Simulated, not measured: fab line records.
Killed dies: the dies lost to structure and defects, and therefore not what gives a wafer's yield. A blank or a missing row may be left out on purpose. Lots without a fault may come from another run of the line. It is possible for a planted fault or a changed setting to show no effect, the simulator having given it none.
Which tool was responsible? / flow nand harc / Sampling: 24 lots, 72 wafers, 6 of 1159 route steps

== WHAT THE GAUGES READ, wafer by wafer ==
NHARC_A_M1_CD_MEAS_16. Usual: cd nm reads 119.8 nm (standard deviation 0.92).
lot=L075; measured=day 17 18:21; on=cd sem-02; cd nm (nm)=118.4 119.5 119.5; flag=
lot=L074; measured=day 17 19:05; on=cd sem-02; cd nm (nm)=119.9 119.8 121.8; flag=
lot=L079; measured=day 18 01:56; on=cd sem-03; cd nm (nm)=120.6 121.2 121.2; flag=
lot=L076; measured=day 18 05:44; on=cd sem-01; cd nm (nm)=119.1 120.2 119.2; flag=
lot=L077; measured=day 18 06:14; on=cd sem-03; cd nm (nm)=118.8 120.6 121.7; flag=
lot=L080; measured=day 19 01:47; on=cd sem-02; cd nm (nm)=119.2 119.3 120.1; flag=
lot=L081; measured=day 19 05:40; on=cd sem-01; cd nm (nm)=119.5 118.9 120.4; flag=
lot=L078; measured=day 19 11:40; on=cd sem-01; cd nm (nm)=119.4 117.8 118.2; flag=
lot=L082; measured=day 19 23:37; on=cd sem-01; cd nm (nm)=119.2 119.2 120.2; flag=
lot=L083; measured=day 20 01:34; on=cd sem-03; cd nm (nm)=120.5 119.5 120.8; flag=
lot=L086; measured=day 20 16:21; on=cd sem-03; cd nm (nm)=120.6 120.9 120.3; flag=
lot=L085; measured=day 20 22:46; on=cd sem-01; cd nm (nm)=118.7 118.0 119.9; flag=
lot=L084; measured=day 20 23:44; on=cd sem-03; cd nm (nm)=119.7 119.1 118.0; flag=
lot=L087; measured=day 21 03:33; on=cd sem-03; cd nm (nm)=119.7 119.8 119.8; flag=
lot=L088; measured=day 21 15:58; on=cd sem-03; cd nm (nm)=120.3 120.0 119.8; flag=
lot=L092; measured=day 21 17:52; on=cd sem-03; cd nm (nm)=118.5 117.9 118.9; flag=
lot=L089; measured=day 22 04:38; on=cd sem-01; cd nm (nm)=119.8 120.3 120.9; flag=
lot=L090; measured=day 22 05:17; on=cd sem-03; cd nm (nm)=118.7 119.1 119.0; flag=
lot=L091; measured=day 22 10:10; on=cd sem-01; cd nm (nm)=119.8 120.1 120.1; flag=
lot=L093; measured=day 22 15:31; on=cd sem-02; cd nm (nm)=121.7 121.5 120.9; flag=
lot=L094; measured=day 23 03:22; on=cd sem-02; cd nm (nm)=119.8 120.7 119.6; flag=
lot=L096; measured=day 23 10:11; on=cd sem-03; cd nm (nm)=120.6 120.4 120.5; flag=
lot=L095; measured=day 23 11:04; on=cd sem-03; cd nm (nm)=119.1 119.7 120.9; flag=
lot=L097; measured=day 23 13:33; on=cd sem-03; cd nm (nm)=121.0 121.1 121.0; flag=

NHARC_THIN_TSV_CD_MEAS_12: target cd 1000 nm. Usual: cd nm reads 1001.1 nm (standard deviation 2).
lot=L075; measured=day 18 18:28; on=cd sem-01; cd nm (nm)=1001.6 1003.7 998.4; flag=
lot=L074; measured=day 18 19:37; on=cd sem-02; cd nm (nm)=1003.7 1004.6 1002.1; flag=
lot=L079; measured=day 19 02:19; on=cd sem-01; cd nm (nm)=999.9 999.3 999.2; flag=
lot=L076; measured=day 19 03:25; on=cd sem-01; cd nm (nm)=1004.0 1000.3 1004.3; flag=
lot=L077; measured=day 19 01:16; on=cd sem-01; cd nm (nm)=1001.2 1003.8 1002.7; flag=
lot=L080; measured=day 19 21:19; on=cd sem-03; cd nm (nm)=999.4 1000.9 998.5; flag=
lot=L081; measured=day 20 03:13; on=cd sem-03; cd nm (nm)=999.8 998.4 998.4; flag=
lot=L078; measured=day 20 07:51; on=cd sem-01; cd nm (nm)=1001.1 1001.9 999.6; flag=
lot=L082; measured=day 20 19:15; on=cd sem-01; cd nm (nm)=1000.8 999.4 1000.0; flag=
lot=L083; measured=day 20 20:53; on=cd sem-01; cd nm (nm)=1002.5 1001.3 1002.9; flag=
lot=L086; measured=day 21 11:43; on=cd sem-02; cd nm (nm)=999.6 999.1 998.3; flag=
lot=L085; measured=day 21 19:10; on=cd sem-03; cd nm (nm)=999.2 999.9 999.1; flag=
lot=L084; measured=day 21 20:16; on=cd sem-02; cd nm (nm)=999.7 997.9 997.2; flag=
lot=L087; measured=day 21 23:56; on=cd sem-03; cd nm (nm)=999.7 1002.0 1003.2; flag=
lot=L088; measured=day 22 12:57; on=cd sem-01; cd nm (nm)=1001.8 1002.5 1002.9; flag=
lot=L092; measured=day 22 14:08; on=cd sem-02; cd nm (nm)=998.8 1001.2 998.1; flag=
lot=L089; measured=day 23 00:55; on=cd sem-03; cd nm (nm)=1002.7 1001.4 998.9; flag=
lot=L090; measured=day 23 02:15; on=cd sem-03; cd nm (nm)=999.6 1004.9 1003.7; flag=
lot=L091; measured=day 23 05:54; on=cd sem-03; cd nm (nm)=1003.5 1002.9 1002.6; flag=
lot=L093; measured=day 23 12:26; on=cd sem-03; cd nm (nm)=1003.0 1000.3 1002.4; flag=
lot=L094; measured=day 23 23:56; on=cd sem-03; cd nm (nm)=998.4 1001.7 1000.6; flag=
lot=L096; measured=day 24 08:09; on=cd sem-02; cd nm (nm)=1000.1 1000.9 1000.7; flag=
lot=L095; measured=day 24 06:58; on=cd sem-03; cd nm (nm)=997.6 1001.2 999.5; flag=
lot=L097; measured=day 24 05:49; on=cd sem-03; cd nm (nm)=1001.2 999.5 1002.3; flag=

== WHAT TOOL EACH LOT RAN ON (gives the tool, then ch and the chambers of the sampled wafers, and finally the start) ==
lot=L075; NHARC_A_M0_PVD_20=pvd sputter-03, day 17 18:21 or earlier; NHARC_A_BONDPAD_ETCH_34=rie diel-10 ch 1,2,3, day 17 22:52; NHARC_A_BONDPAD_STRIP_15=rie diel-10 ch 0,1,3, day 17 23:11; NHARC_A_BONDPAD_PVD_27=pvd sputter-02, day 18 18:28 or earlier
lot=L074; NHARC_A_M0_PVD_20=pvd sputter-03, day 17 19:05 or earlier; NHARC_A_BONDPAD_ETCH_34=rie diel-10 ch 0,1,2, day 17 23:40; NHARC_A_BONDPAD_STRIP_15=rie diel-10 ch 0,1,2, day 17 23:59; NHARC_A_BONDPAD_PVD_27=pvd sputter-03, day 18 19:37 or earlier
lot=L079; NHARC_A_M0_PVD_20=pvd sputter-02, day 18 01:56 or earlier; NHARC_A_BONDPAD_ETCH_34=rie diel-07 ch 2,3, day 18 06:38; NHARC_A_BONDPAD_STRIP_15=rie diel-01 ch 0,1,3, day 18 06:59; NHARC_A_BONDPAD_PVD_27=pvd sputter-01, day 19 02:19 or earlier
lot=L076; NHARC_A_M0_PVD_20=pvd sputter-03, day 18 05:44 or earlier; NHARC_A_BONDPAD_ETCH_34=rie diel-10 ch 0,1,2, day 18 10:59; NHARC_A_BONDPAD_STRIP_15=rie diel-10 ch 0,1,3, day 18 11:22; NHARC_A_BONDPAD_PVD_27=pvd sputter-02, day 19 03:25 or earlier
lot=L077; NHARC_A_M0_PVD_20=pvd sputter-01, day 18 06:14 or earlier; NHARC_A_BONDPAD_ETCH_34=rie diel-10 ch 1,2,3, day 18 11:11; NHARC_A_BONDPAD_STRIP_15=rie diel-01 ch 0,1,3, day 18 11:29; NHARC_A_BONDPAD_PVD_27=pvd sputter-01, day 19 01:16 or earlier
lot=L080; NHARC_A_M0_PVD_20=pvd sputter-01, day 19 01:47 or earlier; NHARC_A_BONDPAD_ETCH_34=rie diel-10 ch 1,2,3, day 19 06:30; NHARC_A_BONDPAD_STRIP_15=rie diel-10 ch 0,2,3, day 19 06:49; NHARC_A_BONDPAD_PVD_27=pvd sputter-02, day 19 21:19 or earlier
lot=L081; NHARC_A_M0_PVD_20=pvd sputter-01, day 19 05:40 or earlier; NHARC_A_BONDPAD_ETCH_34=rie diel-10 ch 1,3, day 19 10:17; NHARC_A_BONDPAD_STRIP_15=rie diel-07 ch 0,1,3, day 19 10:36; NHARC_A_BONDPAD_PVD_27=pvd sputter-01, day 20 03:13 or earlier
lot=L078; NHARC_A_M0_PVD_20=pvd sputter-01, day 19 11:40 or earlier; NHARC_A_BONDPAD_ETCH_34=rie diel-07 ch 0,1,2, day 19 16:10; NHARC_A_BONDPAD_STRIP_15=rie diel-10 ch 0,2,3, day 19 16:30; NHARC_A_BONDPAD_PVD_27=pvd sputter-02, day 20 07:51 or earlier
lot=L082; NHARC_A_M0_PVD_20=pvd sputter-02, day 19 23:37 or earlier; NHARC_A_BONDPAD_ETCH_34=rie diel-07 ch 1,3, day 20 04:10; NHARC_A_BONDPAD_STRIP_15=rie diel-07 ch 0,1, day 20 04:29; NHARC_A_BONDPAD_PVD_27=pvd sputter-01, day 20 19:15 or earlier
lot=L083; NHARC_A_M0_PVD_20=pvd sputter-01, day 20 01:34 or earlier; NHARC_A_BONDPAD_ETCH_34=rie diel-10 ch 0,2,3, day 20 06:07; NHARC_A_BONDPAD_STRIP_15=rie diel-10 ch 0,2,3, day 20 06:26; NHARC_A_BONDPAD_PVD_27=pvd sputter-01, day 20 20:53 or earlier
lot=L086; NHARC_A_M0_PVD_20=pvd sputter-01, day 20 16:21 or earlier; NHARC_A_BONDPAD_ETCH_34=rie diel-10 ch 0,1,3, day 20 20:52; NHARC_A_BONDPAD_STRIP_15=rie diel-10 ch 0,2,3, day 20 21:11; NHARC_A_BONDPAD_PVD_27=pvd sputter-01, day 21 11:43 or earlier
lot=L085; NHARC_A_M0_PVD_20=pvd sputter-02, day 20 22:46 or earlier; NHARC_A_BONDPAD_ETCH_34=rie diel-10 ch 1,2,3, day 21 03:20; NHARC_A_BONDPAD_STRIP_15=rie diel-10 ch 0,1,2, day 21 03:38; NHARC_A_BONDPAD_PVD_27=pvd sputter-02, day 21 19:10 or earlier
lot=L084; NHARC_A_M0_PVD_20=pvd sputter-03, day 20 23:44 or earlier; NHARC_A_BONDPAD_ETCH_34=rie diel-01 ch 0,1,2, day 21 04:44; NHARC_A_BONDPAD_STRIP_15=rie diel-10 ch 0,1,3, day 21 05:12; NHARC_A_BONDPAD_PVD_27=pvd sputter-02, day 21 20:16 or earlier
lot=L087; NHARC_A_M0_PVD_20=pvd sputter-02, day 21 03:33 or earlier; NHARC_A_BONDPAD_ETCH_34=rie diel-10 ch 0,1,2, day 21 08:06; NHARC_A_BONDPAD_STRIP_15=rie diel-07 ch 0,1,3, day 21 08:25; NHARC_A_BONDPAD_PVD_27=pvd sputter-01, day 21 23:56 or earlier
lot=L088; NHARC_A_M0_PVD_20=pvd sputter-01, day 21 15:58 or earlier; NHARC_A_BONDPAD_ETCH_34=rie diel-07 ch 2,3, day 21 20:46; NHARC_A_BONDPAD_STRIP_15=rie diel-10 ch 0,2, day 21 21:05; NHARC_A_BONDPAD_PVD_27=pvd sputter-03, day 22 12:57 or earlier
lot=L092; NHARC_A_M0_PVD_20=pvd sputter-01, day 21 17:52 or earlier; NHARC_A_BONDPAD_ETCH_34=rie diel-10 ch 1,3, day 21 22:46; NHARC_A_BONDPAD_STRIP_15=rie diel-10 ch 0,1,2, day 21 23:07; NHARC_A_BONDPAD_PVD_27=pvd sputter-02, day 22 14:08 or earlier
lot=L089; NHARC_A_M0_PVD_20=pvd sputter-01, day 22 04:38 or earlier; NHARC_A_BONDPAD_ETCH_34=rie diel-10 ch 2,3, day 22 09:11; NHARC_A_BONDPAD_STRIP_15=rie diel-10 ch 0,3, day 22 09:29; NHARC_A_BONDPAD_PVD_27=pvd sputter-02, day 23 00:55 or earlier
lot=L090; NHARC_A_M0_PVD_20=pvd sputter-02, day 22 05:17 or earlier; NHARC_A_BONDPAD_ETCH_34=rie diel-10 ch 0,1,3, day 22 09:50; NHARC_A_BONDPAD_STRIP_15=rie diel-10 ch 0,2, day 22 10:07; NHARC_A_BONDPAD_PVD_27=pvd sputter-02, day 23 02:15 or earlier
lot=L091; NHARC_A_M0_PVD_20=pvd sputter-03, day 22 10:10 or earlier; NHARC_A_BONDPAD_ETCH_34=rie diel-10 ch 0,1,3, day 22 14:43; NHARC_A_BONDPAD_STRIP_15=rie diel-10 ch 0,1,3, day 22 15:03; NHARC_A_BONDPAD_PVD_27=pvd sputter-03, day 23 05:54 or earlier
lot=L093; NHARC_A_M0_PVD_20=pvd sputter-02, day 22 15:31 or earlier; NHARC_A_BONDPAD_ETCH_34=rie diel-01 ch 1,2, day 22 20:12; NHARC_A_BONDPAD_STRIP_15=rie diel-07 ch 0,3, day 22 20:34; NHARC_A_BONDPAD_PVD_27=pvd sputter-01, day 23 12:26 or earlier
lot=L094; NHARC_A_M0_PVD_20=pvd sputter-02, day 23 03:22 or earlier; NHARC_A_BONDPAD_ETCH_34=rie diel-07 ch 0,3, day 23 08:19; NHARC_A_BONDPAD_STRIP_15=rie diel-01 ch 1,3, day 23 08:50; NHARC_A_BONDPAD_PVD_27=pvd sputter-01, day 23 23:56 or earlier
lot=L096; NHARC_A_M0_PVD_20=pvd sputter-02, day 23 10:11 or earlier; NHARC_A_BONDPAD_ETCH_34=rie diel-07 ch 0,2,3, day 23 14:49; NHARC_A_BONDPAD_STRIP_15=rie diel-10 ch 0,2,3, day 23 15:08; NHARC_A_BONDPAD_PVD_27=pvd sputter-02, day 24 08:09 or earlier
lot=L095; NHARC_A_M0_PVD_20=pvd sputter-02, day 23 11:04 or earlier; NHARC_A_BONDPAD_ETCH_34=rie diel-10 ch 0,2, day 23 15:35; NHARC_A_BONDPAD_STRIP_15=rie diel-07 ch 1,3, day 23 15:53; NHARC_A_BONDPAD_PVD_27=pvd sputter-03, day 24 06:58 or earlier
lot=L097; NHARC_A_M0_PVD_20=pvd sputter-03, day 23 13:33 or earlier; NHARC_A_BONDPAD_ETCH_34=rie diel-10 ch 1,3, day 23 18:02; NHARC_A_BONDPAD_STRIP_15=rie diel-07 ch 0,3, day 23 18:22; NHARC_A_BONDPAD_PVD_27=pvd sputter-03, day 24 05:49 or earlier
- NHARC_A_M0_PVD_20: deposits TaN, target thk 5 nm, time 8.06 s.
- NHARC_A_BONDPAD_ETCH_34: etches the open film in N2/H2, target depth 60 nm, overetch 18 nm, time 65.91 s.
- NHARC_A_BONDPAD_STRIP_15: strips in O2.
- NHARC_A_BONDPAD_PVD_27: deposits Cu, target thk 30 nm, time 20.49 s.

== AS READ BY THE TOOLS THEMSELVES (means over the sampled wafers that have a number; for cases with no such wafer, the mark the record gives instead) ==
NHARC_A_M0_PVD_20. Usual: bias v 168.5 V, standard deviation 1.6; throttle valve pct 30.0 %, standard deviation 0.95.
lot=L075; tool=pvd sputter-03; bias v (V)=168.3; throttle valve pct (%)=30.4; flag=
lot=L074; tool=pvd sputter-03; bias v (V)=168.1; throttle valve pct (%)=29.0; flag=
lot=L079; tool=pvd sputter-02; bias v (V)=169.2; throttle valve pct (%)=29.9; flag=
lot=L076; tool=pvd sputter-03; bias v (V)=168.4; throttle valve pct (%)=29.4; flag=
lot=L077; tool=pvd sputter-01; bias v (V)=167.3; throttle valve pct (%)=30.3; flag=
lot=L080; tool=pvd sputter-01; bias v (V)=168.2; throttle valve pct (%)=30.4; flag=
lot=L081; tool=pvd sputter-01; bias v (V)=167.5; throttle valve pct (%)=29.7; flag=
lot=L078; tool=pvd sputter-01; bias v (V)=169.5; throttle valve pct (%)=29.6; flag=
lot=L082; tool=pvd sputter-02; bias v (V)=166.9; throttle valve pct (%)=29.0; flag=
lot=L083; tool=pvd sputter-01; bias v (V)=169.8; throttle valve pct (%)=30.5; flag=
lot=L086; tool=pvd sputter-01; bias v (V)=167.7; throttle valve pct (%)=30.2; flag=
lot=L085; tool=pvd sputter-02; bias v (V)=169.7; throttle valve pct (%)=30.1; flag=
lot=L084; tool=pvd sputter-03; bias v (V)=168.8; throttle valve pct (%)=29.6; flag=
lot=L087; tool=pvd sputter-02; bias v (V)=167.7; throttle valve pct (%)=29.4; flag=
lot=L088; tool=pvd sputter-01; bias v (V)=166.9; throttle valve pct (%)=30.3; flag=
lot=L092; tool=pvd sputter-01; bias v (V)=168.6; throttle valve pct (%)=30.7; flag=
lot=L089; tool=pvd sputter-01; bias v (V)=168.2; throttle valve pct (%)=30.9; flag=
lot=L090; tool=pvd sputter-02; bias v (V)=167.5; throttle valve pct (%)=30.1; flag=
lot=L091; tool=pvd sputter-03; bias v (V)=168.5; throttle valve pct (%)=30.3; flag=
lot=L093; tool=pvd sputter-02; bias v (V)=168.4; throttle valve pct (%)=30.7; flag=
lot=L094; tool=pvd sputter-02; bias v (V)=168.5; throttle valve pct (%)=29.7; flag=
lot=L096; tool=pvd sputter-02; bias v (V)=168.9; throttle valve pct (%)=30.0; flag=
lot=L095; tool=pvd sputter-02; bias v (V)=165.8; throttle valve pct (%)=30.9; flag=
lot=L097; tool=pvd sputter-03; bias v (V)=166.8; throttle valve pct (%)=29.3; flag=

NHARC_A_BONDPAD_ETCH_34. Usual: drypump motor current A 5.7 A, standard deviation 0.33; oes product au 1.001 a.u., standard deviation 0.0084; rf vpp V 431.3 V, standard deviation 2; showerhead plenum p Torr 2.06 Torr, standard deviation 0.064; throttle valve pct 14.172 %, standard deviation 0.0081.
lot=L075; tool=rie diel-10; drypump motor current A (A)=5.6; oes product au (a.u.)=0.998; rf vpp V (V)=432.2; showerhead plenum p Torr (Torr)=2.09; throttle valve pct (%)=14.175; flag=
lot=L074; tool=rie diel-10; drypump motor current A (A)=5.6; oes product au (a.u.)=1.000; rf vpp V (V)=431.5; showerhead plenum p Torr (Torr)=2.07; throttle valve pct (%)=14.175; flag=
lot=L079; tool=rie diel-07; drypump motor current A (A)=5.9; oes product au (a.u.)=1.005; rf vpp V (V)=429.7; showerhead plenum p Torr (Torr)=2.02; throttle valve pct (%)=14.167; flag=
lot=L076; tool=rie diel-10; drypump motor current A (A)=5.7; oes product au (a.u.)=0.998; rf vpp V (V)=431.6; showerhead plenum p Torr (Torr)=2.07; throttle valve pct (%)=14.172; flag=
lot=L077; tool=rie diel-10; drypump motor current A (A)=5.6; oes product au (a.u.)=1.008; rf vpp V (V)=432.2; showerhead plenum p Torr (Torr)=2.09; throttle valve pct (%)=14.165; flag=
lot=L080; tool=rie diel-10; drypump motor current A (A)=5.6; oes product au (a.u.)=1.013; rf vpp V (V)=432.8; showerhead plenum p Torr (Torr)=2.09; throttle valve pct (%)=14.175; flag=
lot=L081; tool=rie diel-10; drypump motor current A (A)=5.6; oes product au (a.u.)=1.002; rf vpp V (V)=431.4; showerhead plenum p Torr (Torr)=2.09; throttle valve pct (%)=14.176; flag=
lot=L078; tool=rie diel-07; drypump motor current A (A)=5.5; oes product au (a.u.)=1.004; rf vpp V (V)=430.4; showerhead plenum p Torr (Torr)=2.01; throttle valve pct (%)=14.174; flag=
lot=L082; tool=rie diel-07; drypump motor current A (A)=5.9; oes product au (a.u.)=0.995; rf vpp V (V)=433.8; showerhead plenum p Torr (Torr)=2.15; throttle valve pct (%)=14.179; flag=
lot=L083; tool=rie diel-10; drypump motor current A (A)=5.6; oes product au (a.u.)=1.005; rf vpp V (V)=432.5; showerhead plenum p Torr (Torr)=2.07; throttle valve pct (%)=14.161; flag=
lot=L086; tool=rie diel-10; drypump motor current A (A)=5.7; oes product au (a.u.)=1.006; rf vpp V (V)=431.0; showerhead plenum p Torr (Torr)=2.07; throttle valve pct (%)=14.178; flag=
lot=L085; tool=rie diel-10; drypump motor current A (A)=5.6; oes product au (a.u.)=0.997; rf vpp V (V)=431.7; showerhead plenum p Torr (Torr)=2.09; throttle valve pct (%)=14.164; flag=
lot=L084; tool=rie diel-01; drypump motor current A (A)=5.7; oes product au (a.u.)=0.992; rf vpp V (V)=431.0; showerhead plenum p Torr (Torr)=2.06; throttle valve pct (%)=14.177; flag=
lot=L087; tool=rie diel-10; drypump motor current A (A)=5.7; oes product au (a.u.)=0.999; rf vpp V (V)=431.0; showerhead plenum p Torr (Torr)=2.07; throttle valve pct (%)=14.173; flag=
lot=L088; tool=rie diel-07; drypump motor current A (A)=5.9; oes product au (a.u.)=1.003; rf vpp V (V)=429.5; showerhead plenum p Torr (Torr)=2.02; throttle valve pct (%)=14.181; flag=
lot=L092; tool=rie diel-10; drypump motor current A (A)=5.7; oes product au (a.u.)=1.004; rf vpp V (V)=431.7; showerhead plenum p Torr (Torr)=2.09; throttle valve pct (%)=14.170; flag=
lot=L089; tool=rie diel-10; drypump motor current A (A)=5.5; oes product au (a.u.)=0.998; rf vpp V (V)=432.3; showerhead plenum p Torr (Torr)=2.10; throttle valve pct (%)=14.173; flag=
lot=L090; tool=rie diel-10; drypump motor current A (A)=5.7; oes product au (a.u.)=0.997; rf vpp V (V)=431.1; showerhead plenum p Torr (Torr)=2.06; throttle valve pct (%)=14.163; flag=
lot=L091; tool=rie diel-10; drypump motor current A (A)=5.7; oes product au (a.u.)=1.001; rf vpp V (V)=431.0; showerhead plenum p Torr (Torr)=2.06; throttle valve pct (%)=14.169; flag=
lot=L093; tool=rie diel-01; drypump motor current A (A)=5.6; oes product au (a.u.)=1.013; rf vpp V (V)=430.1; showerhead plenum p Torr (Torr)=2.01; throttle valve pct (%)=14.171; flag=
lot=L094; tool=rie diel-07; drypump motor current A (A)=6.1; oes product au (a.u.)=0.999; rf vpp V (V)=428.1; showerhead plenum p Torr (Torr)=1.98; throttle valve pct (%)=14.173; flag=
lot=L096; tool=rie diel-07; drypump motor current A (A)=6.0; oes product au (a.u.)=1.008; rf vpp V (V)=429.1; showerhead plenum p Torr (Torr)=2.00; throttle valve pct (%)=14.170; flag=
lot=L095; tool=rie diel-10; drypump motor current A (A)=5.5; oes product au (a.u.)=0.999; rf vpp V (V)=431.3; showerhead plenum p Torr (Torr)=2.07; throttle valve pct (%)=14.170; flag=
lot=L097; tool=rie diel-10; drypump motor current A (A)=5.7; oes product au (a.u.)=1.000; rf vpp V (V)=431.7; showerhead plenum p Torr (Torr)=2.08; throttle valve pct (%)=14.175; flag=

NHARC_A_BONDPAD_STRIP_15. Usual: drypump motor current A 5.7 A, standard deviation 0.33; oes product au 1.000 a.u., standard deviation 0.0088; rf vpp V 57.8 V, standard deviation 0.9; showerhead plenum p Torr 3.56 Torr, standard deviation 0.1; throttle valve pct 17.036 %, standard deviation 0.0077.
lot=L075; tool=rie diel-10; drypump motor current A (A)=5.7; oes product au (a.u.)=0.995; rf vpp V (V)=58.4; showerhead plenum p Torr (Torr)=3.57; throttle valve pct (%)=17.039; flag=
lot=L074; tool=rie diel-10; drypump motor current A (A)=5.7; oes product au (a.u.)=0.999; rf vpp V (V)=57.5; showerhead plenum p Torr (Torr)=3.57; throttle valve pct (%)=17.027; flag=
lot=L079; tool=rie diel-01; drypump motor current A (A)=5.5; oes product au (a.u.)=0.996; rf vpp V (V)=57.8; showerhead plenum p Torr (Torr)=3.62; throttle valve pct (%)=17.026; flag=
lot=L076; tool=rie diel-10; drypump motor current A (A)=5.7; oes product au (a.u.)=1.009; rf vpp V (V)=57.6; showerhead plenum p Torr (Torr)=3.57; throttle valve pct (%)=17.035; flag=
lot=L077; tool=rie diel-01; drypump motor current A (A)=5.6; oes product au (a.u.)=0.996; rf vpp V (V)=58.1; showerhead plenum p Torr (Torr)=3.62; throttle valve pct (%)=17.040; flag=
lot=L080; tool=rie diel-10; drypump motor current A (A)=5.6; oes product au (a.u.)=0.999; rf vpp V (V)=58.3; showerhead plenum p Torr (Torr)=3.58; throttle valve pct (%)=17.034; flag=
lot=L081; tool=rie diel-07; drypump motor current A (A)=5.9; oes product au (a.u.)=1.001; rf vpp V (V)=57.5; showerhead plenum p Torr (Torr)=3.58; throttle valve pct (%)=17.037; flag=
lot=L078; tool=rie diel-10; drypump motor current A (A)=5.6; oes product au (a.u.)=1.011; rf vpp V (V)=58.0; showerhead plenum p Torr (Torr)=3.58; throttle valve pct (%)=17.032; flag=
lot=L082; tool=rie diel-07; drypump motor current A (A)=5.6; oes product au (a.u.)=1.008; rf vpp V (V)=56.9; showerhead plenum p Torr (Torr)=3.46; throttle valve pct (%)=17.040; flag=
lot=L083; tool=rie diel-10; drypump motor current A (A)=5.6; oes product au (a.u.)=0.998; rf vpp V (V)=57.8; showerhead plenum p Torr (Torr)=3.58; throttle valve pct (%)=17.034; flag=
lot=L086; tool=rie diel-10; drypump motor current A (A)=5.6; oes product au (a.u.)=1.009; rf vpp V (V)=58.0; showerhead plenum p Torr (Torr)=3.58; throttle valve pct (%)=17.037; flag=
lot=L085; tool=rie diel-10; drypump motor current A (A)=5.7; oes product au (a.u.)=1.001; rf vpp V (V)=57.2; showerhead plenum p Torr (Torr)=3.57; throttle valve pct (%)=17.037; flag=
lot=L084; tool=rie diel-10; drypump motor current A (A)=5.7; oes product au (a.u.)=1.008; rf vpp V (V)=58.4; showerhead plenum p Torr (Torr)=3.57; throttle valve pct (%)=17.028; flag=
lot=L087; tool=rie diel-07; drypump motor current A (A)=6.0; oes product au (a.u.)=0.995; rf vpp V (V)=58.1; showerhead plenum p Torr (Torr)=3.57; throttle valve pct (%)=17.037; flag=
lot=L088; tool=rie diel-10; drypump motor current A (A)=5.6; oes product au (a.u.)=0.991; rf vpp V (V)=59.2; showerhead plenum p Torr (Torr)=3.58; throttle valve pct (%)=17.033; flag=
lot=L092; tool=rie diel-10; drypump motor current A (A)=5.7; oes product au (a.u.)=0.996; rf vpp V (V)=58.1; showerhead plenum p Torr (Torr)=3.57; throttle valve pct (%)=17.039; flag=
lot=L089; tool=rie diel-10; drypump motor current A (A)=5.7; oes product au (a.u.)=1.000; rf vpp V (V)=57.1; showerhead plenum p Torr (Torr)=3.53; throttle valve pct (%)=17.031; flag=
lot=L090; tool=rie diel-10; drypump motor current A (A)=5.6; oes product au (a.u.)=0.997; rf vpp V (V)=57.3; showerhead plenum p Torr (Torr)=3.54; throttle valve pct (%)=17.036; flag=
lot=L091; tool=rie diel-10; drypump motor current A (A)=5.7; oes product au (a.u.)=0.995; rf vpp V (V)=58.0; showerhead plenum p Torr (Torr)=3.56; throttle valve pct (%)=17.038; flag=
lot=L093; tool=rie diel-07; drypump motor current A (A)=6.1; oes product au (a.u.)=1.002; rf vpp V (V)=57.7; showerhead plenum p Torr (Torr)=3.44; throttle valve pct (%)=17.042; flag=
lot=L094; tool=rie diel-01; drypump motor current A (A)=5.5; oes product au (a.u.)=1.004; rf vpp V (V)=57.1; showerhead plenum p Torr (Torr)=3.51; throttle valve pct (%)=17.036; flag=
lot=L096; tool=rie diel-10; drypump motor current A (A)=5.6; oes product au (a.u.)=0.996; rf vpp V (V)=58.0; showerhead plenum p Torr (Torr)=3.58; throttle valve pct (%)=17.040; flag=
lot=L095; tool=rie diel-07; drypump motor current A (A)=5.9; oes product au (a.u.)=0.997; rf vpp V (V)=57.9; showerhead plenum p Torr (Torr)=3.69; throttle valve pct (%)=17.044; flag=
lot=L097; tool=rie diel-07; drypump motor current A (A)=6.5; oes product au (a.u.)=0.996; rf vpp V (V)=57.4; showerhead plenum p Torr (Torr)=3.55; throttle valve pct (%)=17.032; flag=

NHARC_A_BONDPAD_PVD_27. Usual: throttle valve pct reads 30.0 % (standard deviation 0.91).
lot=L075; tool=pvd sputter-02; throttle valve pct (%)=29.9; flag=
lot=L074; tool=pvd sputter-03; throttle valve pct (%)=29.1; flag=
lot=L079; tool=pvd sputter-01; throttle valve pct (%)=31.0; flag=
lot=L076; tool=pvd sputter-02; throttle valve pct (%)=29.3; flag=
lot=L077; tool=pvd sputter-01; throttle valve pct (%)=30.1; flag=
lot=L080; tool=pvd sputter-02; throttle valve pct (%)=29.3; flag=
lot=L081; tool=pvd sputter-01; throttle valve pct (%)=30.0; flag=
lot=L078; tool=pvd sputter-02; throttle valve pct (%)=30.1; flag=
lot=L082; tool=pvd sputter-01; throttle valve pct (%)=30.7; flag=
lot=L083; tool=pvd sputter-01; throttle valve pct (%)=30.2; flag=
lot=L086; tool=pvd sputter-01; throttle valve pct (%)=30.1; flag=
lot=L085; tool=pvd sputter-02; throttle valve pct (%)=30.0; flag=
lot=L084; tool=pvd sputter-02; throttle valve pct (%)=29.9; flag=
lot=L087; tool=pvd sputter-01; throttle valve pct (%)=30.8; flag=
lot=L088; tool=pvd sputter-03; throttle valve pct (%)=29.9; flag=
lot=L092; tool=pvd sputter-02; throttle valve pct (%)=29.1; flag=
lot=L089; tool=pvd sputter-02; throttle valve pct (%)=30.8; flag=
lot=L090; tool=pvd sputter-02; throttle valve pct (%)=29.9; flag=
lot=L091; tool=pvd sputter-03; throttle valve pct (%)=29.9; flag=
lot=L093; tool=pvd sputter-01; throttle valve pct (%)=30.0; flag=
lot=L094; tool=pvd sputter-01; throttle valve pct (%)=30.7; flag=
lot=L096; tool=pvd sputter-02; throttle valve pct (%)=29.4; flag=
lot=L095; tool=pvd sputter-03; throttle valve pct (%)=30.0; flag=
lot=L097; tool=pvd sputter-03; throttle valve pct (%)=29.4; flag=

== THE ANSWER, worked out from the rows above alone ==
Rule: a lot is off if the mean of its wafers that have a number lies more than 3 standard deviations from the usual mean. A lot without any number at a reading at which 4 lots or more have one is off too. The other lots that the step has rows for count as sound. First the gauges in route order, then the tools' own readings, where a lot's mean is used as printed above. The first step at which some lot is off is used, and at that step the reading that is off furthest; a lot without a number counts as furthest.
None of the lots is off at any reading shown; this tells nothing.

== WHAT HAD BEEN PUT IN BY THE SIMULATOR ==
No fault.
